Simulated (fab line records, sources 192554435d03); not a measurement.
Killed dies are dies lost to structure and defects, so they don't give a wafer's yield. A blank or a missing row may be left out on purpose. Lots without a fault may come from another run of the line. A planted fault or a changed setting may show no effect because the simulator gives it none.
fab line records | flow n5_finfet
record lots=11 wafers=33 last_day=18
route steps=1938 shown BEOL_M11@1591 BEOL_M12@1614
lots that met no fault: from a run of the same line without faults
start_h: hours from the record's first day to the start of the lot's first wafer shown | wait_h: hours since the lot's step before | " the same as in the row above | L1.1+2: a row that stands for several wafers | - no value, or no start given | * or withheld: withheld | < > ~ a bound
route shown NAME@n: a module of which the file shows steps, and the number in the route of the first | usual: mean/standard deviation of fault-free wafers | same: alike in all rows | chamber/n: place in a boat | sites: the reading at each site | _std_site: their standard deviation | _edge_site: outer sites' mean less inner sites' | radius_mm: how far each site lies from the wafer's centre | mask NAME#n: copy n | behind: the tool/chamber that last shaped the wafer | hold: why the lot was held/for how many hours/how that ended | device: the transistor (n, p or np) that didn't switch | end of line: the same wafers' tests at the end of the route | a step without rows: its recipe alone | killed: dies lost to structure and defects at the first sort, not the wafer's yield | map: a wafer's dies, x killed, . not, _ none there
set.NAME: the setting as run; set.NAME@STEP: as run at that earlier step | model.NAME: the simulator's own value behind a step, which no gauge read
steps of the route over a sample of lots; a table a step, a row a wafer
services: from which hour (start_h, from the record's first day; less than 0 if before it) a tool's chamber was out of use, for how many hours, and why
## steps
# step N5_BEOL_M11_SURFACE_TREAT_76
# recipe gas=Ar time_s=* ion_energy_ev=* ion_current_ma_cm2=0.5 pressure_mtorr=* ar_flow_sccm=30
# usual throttle_valve_pct=*
# columns lot.wafer tool chamber start_h wait_h throttle_valve_pct
L902.1 pvd_sputter-01 - 239.40 0.2 *
L902.2 " - " " *
L902.6 " - " " *
L903.2 pvd_sputter-03 - 243.70 0.2 *
L903.3 " - " " *
L903.5 " - " " *
L905.2 pvd_sputter-03 - 253.28 0.8 *
L905.3 " - " " *
L905.4 " - " " *
L908.4 pvd_sputter-03 - 277.34 0.2 *
L908.5 " - " " *
L908.6 " - " " *
L907.1 pvd_sputter-01 - 281.88 0.2 *
L907.3 " - " " *
L907.5 " - " " *
L912.3 pvd_sputter-01 - 334.57 0.2 *
L912.4 " - " " *
L912.5 " - " " *
L914.1 pvd_sputter-03 - 343.24 0.2 *
L914.3 " - " " *
L914.4 " - " " *
L920.1 pvd_sputter-01 - 344.00 0.2 *
L920.3 " - " " *
L920.4 " - " " *
L917.1 pvd_sputter-01 - 351.04 0.2 *
L917.3 " - " " *
L917.5 " - " " *
L918.1 pvd_sputter-02 - 355.41 0.2 *
L918.2 " - " " *
L918.3 " - " " *
L925.3 pvd_sputter-02 - 391.25 0.2 *
L925.5 " - " " *
L925.6 " - " " *
# step N5_BEOL_M12_INSPECT_12
# recipe mode=adi inspect_instrument=macro
# usual raw_defect_count=2.0/1.4
# columns lot.wafer tool chamber start_h wait_h raw_defect_count
L902.1 defect_inspect-02 - 241.28 0.0 3
L902.2 " - " " 2
L902.6 " - " " 1
L903.2 defect_inspect-02 - 246.58 0.0 3
L903.3 " - " " 2
L903.5 " - " " 5
L905.2 defect_inspect-01 - 255.06 0.0 0
L905.3 " - " " 1
L905.4 " - " " 1
L908.4 defect_inspect-02 - 279.50 0.0 3
L908.5 " - " " 1
L908.6 " - " " 6
L907.1 defect_inspect-02 - 283.81 0.0 0
L907.3 " - " " 4
L907.5 " - " " 1
L912.3 defect_inspect-01 - 336.68 0.0 3
L912.4 " - " " 2
L912.5 " - " " 1
L914.1 defect_inspect-02 - 345.85 0.0 2
L914.3 " - " " 3
L914.4 " - " " 1
L920.1 defect_inspect-02 - 346.39 0.0 1
L920.3 " - " " 1
L920.4 " - " " 3
L917.1 defect_inspect-02 - 353.30 0.0 0
L917.3 " - " " 3
L917.5 " - " " 2
L918.1 defect_inspect-01 - 357.35 0.0 1
L918.2 " - " " 2
L918.3 " - " " 0
L925.3 defect_inspect-02 - 393.18 0.0 1
L925.5 " - " " 3
L925.6 " - " " 2
# step N5_BEOL_M12_DESCUM_15
# recipe chemistry=O2 time_s=7.9 source_power_w=50 bias_power_w=20 pressure_mtorr=20 rf_frequency_hz=2.712e+07 temp_c=40 o2_flow_sccm=225
# usual chamber_pressure_mTorr=19.997/0.018 drypump_motor_current_A=5.8/0.46 oes_product_au=0.81/0.089 rf_vpp_V=242.7/1.5 showerhead_plenum_p_Torr=2.07/0.08 throttle_valve_pct=20.39/0.19
# columns lot.wafer tool chamber start_h wait_h chamber_pressure_mTorr drypump_motor_current_A oes_product_au rf_hours_counter_h rf_vpp_V showerhead_plenum_p_Torr throttle_valve_pct
L902.1 rie_diel-04 1 241.31 0.0 19.996 5.7 0.78 144 242.3 2.02 20.37
L902.2 " 3 " " 19.999 6.7 0.84 87 243.7 2.21 20.32
L902.6 " 1 " " 20.001 5.7 0.77 - 243.4 2.02 20.36
L903.2 rie_diel-01 1 246.67 0.1 19.980 5.9 0.72 215 241.5 2.00 20.50
L903.3 " 3 " " 20.003 5.1 0.95 3 243.3 2.15 20.07
L903.5 " 1 " " 19.995 5.9 0.71 - 241.6 2.00 20.50
L905.2 rie_diel-04 3 255.27 0.2 19.955 6.7 0.84 92 245.4 2.21 20.33
L905.3 " 2 " " 20.039 6.0 0.99 3 244.5 2.14 20.27
L905.4 " 1 " " 20.042 5.7 0.77 148 242.8 2.01 20.36
L908.4 rie_diel-01 1 279.53 0.0 19.970 5.9 0.71 230 241.2 1.99 20.53
L908.5 " 0 " " 19.994 5.6 0.76 - 241.3 2.01 20.70
L908.6 " 1 " " 19.973 5.9 0.71 - 241.3 1.99 20.51
L907.1 rie_diel-04 1 283.85 0.0 19.989 5.7 0.76 158 242.3 2.01 20.39
L907.3 " 0 " " 19.995 5.8 0.74 156 241.9 2.00 20.28
L907.5 " 0 " " 19.994 5.8 0.74 - 241.6 2.00 20.26
L912.3 rie_diel-01 1 336.71 0.0 20.005 5.9 0.69 248 241.7 1.99 20.56
L912.4 " 2 " " 19.962 6.0 0.94 24 242.8 2.04 20.31
L912.5 " 3 " " 20.009 5.1 0.86 - 243.8 2.14 20.10
L914.1 rie_diel-04 2 345.90 0.0 19.996 6.0 0.90 32 243.2 2.13 20.29
L914.3 " 1 " " 19.999 5.7 0.74 177 241.6 2.00 20.42
L914.4 " 0 " " 19.991 5.8 0.73 177 240.4 1.99 20.31
L920.1 rie_diel-05 0 346.50 0.1 20.009 5.0 0.94 17 245.4 2.13 20.42
L920.3 " 3 " " 20.009 5.6 0.68 243 240.5 1.98 20.94
L920.4 " 1 " " 20.007 5.0 0.79 - 243.4 2.11 20.55
L917.1 rie_diel-01 3 353.35 0.1 20.018 5.1 0.85 43 243.4 2.13 20.12
L917.3 " 2 " " 20.049 6.0 0.91 31 243.3 2.03 20.33
L917.5 " 3 " " 19.994 5.1 0.85 - 244.8 2.13 20.12
L918.1 rie_diel-04 1 357.38 0.0 19.997 5.7 0.73 181 243.7 2.00 20.42
L918.2 " 0 " " 19.987 5.8 0.72 181 241.6 1.99 20.31
L918.3 " 3 " " 19.976 6.7 0.80 125 245.3 2.20 20.37
L925.3 rie_diel-01 0 393.22 0.0 19.983 5.5 0.72 176 241.0 2.00 20.75
L925.5 " 0 " " 19.994 5.5 0.73 - 242.0 2.00 20.75
L925.6 " 1 " " 20.018 5.9 0.96 - 245.2 2.25 20.17
# step N5_BEOL_M12_STRIP_71
# recipe chemistry=post_etch_residue_remover time_s=60 temp_c=25 remover_ph=withheld remover_water_wt_pct=withheld remover_fluoride_wt_pct=withheld
# usual run_length_s=68.1/2.9 temp_c=25.00/0.1
# columns lot.wafer tool chamber start_h wait_h run_length_s temp_c
L902.1 wet_bench-03 3 241.75 0.1 67.4 25.13
L902.2 " 2 " " 66.1 24.93
L902.6 " 7 " " 65.2 24.87
L903.2 wet_bench-05 2 247.11 0.1 66.7 24.97
L903.3 " 5 " " 66.2 25.05
L903.5 " 6 " " 67.1 25.06
L905.2 wet_bench-04 3 255.70 0.1 71.9 25.03
L905.3 " 5 " " 71.2 25.05
L905.4 " 0 " " 71.4 25.06
L908.4 wet_bench-04 5 279.97 0.0 65.7 25.08
L908.5 " 1 " " 66.2 25.16
L908.6 " 6 " " 66.2 25.01
L907.1 wet_bench-04 4 284.28 0.1 66.6 24.96
L907.3 " 5 " " 65.1 25.07
L907.5 " 3 " " 65.8 24.95
L912.3 wet_bench-03 0 337.15 0.0 66.5 24.89
L912.4 " 2 " " 66.3 24.80
L912.5 " 7 " " 66.2 25.05
L914.1 wet_bench-03 2 346.33 0.1 - -
L914.3 " 1 " " - -
L914.4 " 3 " " - -
L920.1 wet_bench-04 5 346.93 0.1 - -
L920.3 " 1 " " - -
L920.4 " 2 " " - -
L917.1 wet_bench-04 0 353.78 0.1 71.3 25.05
L917.3 " 2 " " 72.5 25.05
L917.5 " 3 " " 71.1 24.93
L918.1 wet_bench-04 7 357.81 0.1 73.1 24.96
L918.2 " 3 " " 71.5 24.87
L918.3 " 4 " " 71.2 24.98
L925.3 wet_bench-05 3 393.65 0.0 72.5 24.86
L925.5 " 0 " " 71.9 25.15
L925.6 " 1 " " 72.6 24.95
## services
# columns tool chamber start_h hours kind
rie_diel-04 2 223.73 - clean
rie_diel-04 2 223.73 - consumable_replace:focus_ring
rie_diel-04 2 223.73 19.5 scheduled_down
rie_diel-04 2 223.73 19.5 vent_cycle
rie_diel-01 3 224.60 - clean
rie_diel-01 3 224.60 - consumable_replace:focus_ring
rie_diel-01 3 224.60 14.5 scheduled_down
rie_diel-01 3 224.60 14.5 vent_cycle
rie_diel-01 2 246.10 - clean
rie_diel-01 2 246.10 - consumable_replace:focus_ring
rie_diel-01 2 246.10 20.4 scheduled_down
rie_diel-01 2 246.10 20.4 vent_cycle
rie_diel-05 2 246.28 10.0 repair
wet_bench-03 - 263.55 69.2 repair
rie_diel-05 2 270.02 3.1 repair
rie_diel-05 0 277.14 - clean
rie_diel-05 0 277.14 - consumable_replace:esc
rie_diel-01 1 344.07 - clean
rie_diel-01 1 344.07 - consumable_replace:focus_ring
rie_diel-01 1 344.07 - consumable_replace:showerhead
rie_diel-01 1 344.07 20.9 scheduled_down
rie_diel-01 1 344.07 20.9 vent_cycle
rie_diel-04 2 363.48 6.0 repair
wet_bench-04 - 374.43 1.9 pm
## key
first_sign step=N5_BEOL_M12_STRIP_71 reading=tool_record direction=missing
effect none on later readings
met_at N5_BEOL_M12_STRIP_71
struck_lots L914,L920
not_acting_at N5_BEOL_M11_SURFACE_TREAT_76,N5_BEOL_M12_INSPECT_12,N5_BEOL_M12_DESCUM_15
onset_between 337.15 346.33
fault kind=skipped_step_whole tool=wet_bench-03,wet_bench-04 chamber=- onset_h=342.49 steps=N5_BEOL_M12_STRIP_71 scope=struck_lots_only
